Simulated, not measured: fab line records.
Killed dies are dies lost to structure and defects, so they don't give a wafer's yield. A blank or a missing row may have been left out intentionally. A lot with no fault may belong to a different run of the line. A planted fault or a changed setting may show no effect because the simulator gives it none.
Matching of chambers	flow n5 finfet	4 sister chambers for N5_BEOL_M11_STRIP_19 on rie diel-06
The step strips in O2. 24 wafers are shown with their chamber, then 12 later ones without.

EACH WAFER AND ITS CHAMBER
wafer	chamber	showerhead plenum p Torr (Torr)	throttle valve pct (%)	drypump motor current A (A)
L075.1	2	2.08	17.01	5.4
L075.2	1	2.05	16.42	5.5
L075.5	0	2.14	16.94	6.1
L077.2	3	2.23	16.49	5.4
L077.3	2	2.08	17.00	5.4
L077.4	0	2.13	16.94	6.0
L079.2	1	2.05	16.42	5.5
L079.3	2	2.08	17.02	5.3
L079.6	1	2.05	16.43	5.5
L081.3	0	2.13	16.99	6.1
L081.4	3	2.23	16.52	5.4
L081.6	1	2.05	16.45	5.5
L083.2	2	2.08	17.03	5.4
L083.5	2	2.08	17.02	5.4
L083.6	1	2.04	16.45	5.5
L084.2	1	2.04	16.44	5.5
L084.3	3	2.23	16.50	5.4
L084.4	2	2.08	17.03	5.4
L085.1	2	2.08	17.03	5.4
L085.4	0	2.13	16.97	6.0
L085.5	3	2.22	16.54	5.4
L086.1	1	2.04	16.46	5.5
L086.2	0	2.13	16.96	6.0
L086.6	1	2.04	16.45	5.5

SIGNATURES (averages over the wafers above)
reading	chamber 0	chamber 1	chamber 2	chamber 3	scatter within a chamber
showerhead plenum p Torr	2.1320	2.0450	2.0800	2.2275	0.00421
throttle valve pct	16.9600	16.4400	17.0200	16.5125	0.0168
drypump motor current A	6.040	5.500	5.386	5.400	0.0321
Rule: for a wafer and a chamber, the distance is found by dividing, reading by reading, the gap between the wafer's reading and the chamber's mean by the reading's scatter, squaring, summing and taking the root. If the next closest chamber is less than 2 further off than the closest, the wafer can't be placed; otherwise it belongs to the closest. The scatter: take each reading less its chamber's mean, square it, sum over the shown wafers, divide by the number of wafers less the number of chambers, and take the root.

WAFERS WHOSE CHAMBER IS MISSING
wafer	showerhead plenum p Torr (Torr)	throttle valve pct (%)	drypump motor current A (A)
L087.1	2.22	16.53	5.4
L087.2	2.08	17.05	5.4
L087.4	2.04	16.46	5.5
L089.1	2.22	16.53	5.4
L089.4	2.13	16.98	6.1
L089.6	2.04	16.48	5.5
L097.3	2.04	16.49	5.5
L097.5	2.22	16.58	5.4
L097.6	2.07	17.07	5.4
L096.2	2.04	16.49	5.5
L096.4	2.12	17.02	6.0
L096.6	2.22	16.55	5.4

WHICH CHAMBER EACH ONE RAN IN
wafer	from the rows above	in truth
L087.1	3	3
L087.2	2	2
L087.4	1	1
L089.1	3	3
L089.4	0	0
L089.6	1	1
L097.3	1	1
L097.5	3	3
L097.6	2	2
L096.2	1	1
L096.4	0	0
L096.6	3	3
12 of 12 placed correctly. Left unplaced by these rows: 0. 0 placed wrongly.
